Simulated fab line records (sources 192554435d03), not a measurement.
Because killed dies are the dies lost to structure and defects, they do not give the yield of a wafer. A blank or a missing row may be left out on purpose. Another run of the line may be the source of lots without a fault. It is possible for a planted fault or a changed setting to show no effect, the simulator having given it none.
Matching of chambers ; flow n5-finfet ; N5_BEOL_M0_SAQP_ETCH_102 on rie-si-06: 4 sister chambers
The step etches SiO2 in CF4, target depth 4 nm, time 4.4 s. 14 wafers are shown with their chamber, then 7 later ones without.

EACH WAFER AND ITS CHAMBER
wafer;chamber;throttle-valve-pct (%);drypump-motor-current-A (A);oes-product-au (a.u.)
L077.2;0;21.82;5.9;0.991
L077.5;0;21.80;5.8;0.994
L077.6;1;22.31;6.1;0.988
L080.1;1;22.32;6.2;0.989
L080.2;0;21.84;5.8;1.010
L080.4;2;21.89;5.9;1.037
L085.2;3;21.50;5.7;0.997
L085.4;1;22.32;6.2;0.996
L085.5;1;22.32;6.2;0.998
L086.2;1;22.31;6.2;0.991
L086.3;2;21.89;5.9;1.028
L086.5;2;21.90;5.9;1.029
L087.3;3;21.49;5.7;0.987
L087.4;1;22.30;6.1;0.993

SIGNATURES (averages over the wafers above)
reading;chamber 0;chamber 1;chamber 2;chamber 3;scatter within a chamber
throttle-valve-pct;21.8200;22.3133;21.8933;21.4950;0.0112
drypump-motor-current-A;5.833;6.167;5.900;5.700;0.0447
oes-product-au;0.99833;0.99250;1.03133;0.99200;0.0062
Rule: a wafer lies at a distance from a chamber equal to the root of the sum of squares, over the readings, of (its reading less the chamber's mean, divided by the reading's scatter). The wafer belongs to the nearest chamber; if the next one is less than 2 further off, it can't be placed. The scatter: take each reading less its chamber's mean, square it, sum over the shown wafers, divide by the number of wafers less the number of chambers, and take the root.

WAFERS MISSING THEIR CHAMBER
wafer;throttle-valve-pct (%);drypump-motor-current-A (A);oes-product-au (a.u.)
L087.5;21.88;6.0;1.028
L089.1;22.30;6.1;1.001
L089.5;21.90;5.9;1.028
L089.6;21.49;5.7;0.991
L094.1;21.49;5.7;1.004
L094.2;21.83;5.8;0.997
L094.3;22.32;6.1;0.991

EACH ONE'S CHAMBER
wafer;from the rows above;in truth
L087.5;2;2
L089.1;1;1
L089.5;2;2
L089.6;3;3
L094.1;3;3
L094.2;0;0
L094.3;1;1
7 of 7 placed correctly. From these rows, 0 cannot be placed. Placed wrongly: 0.
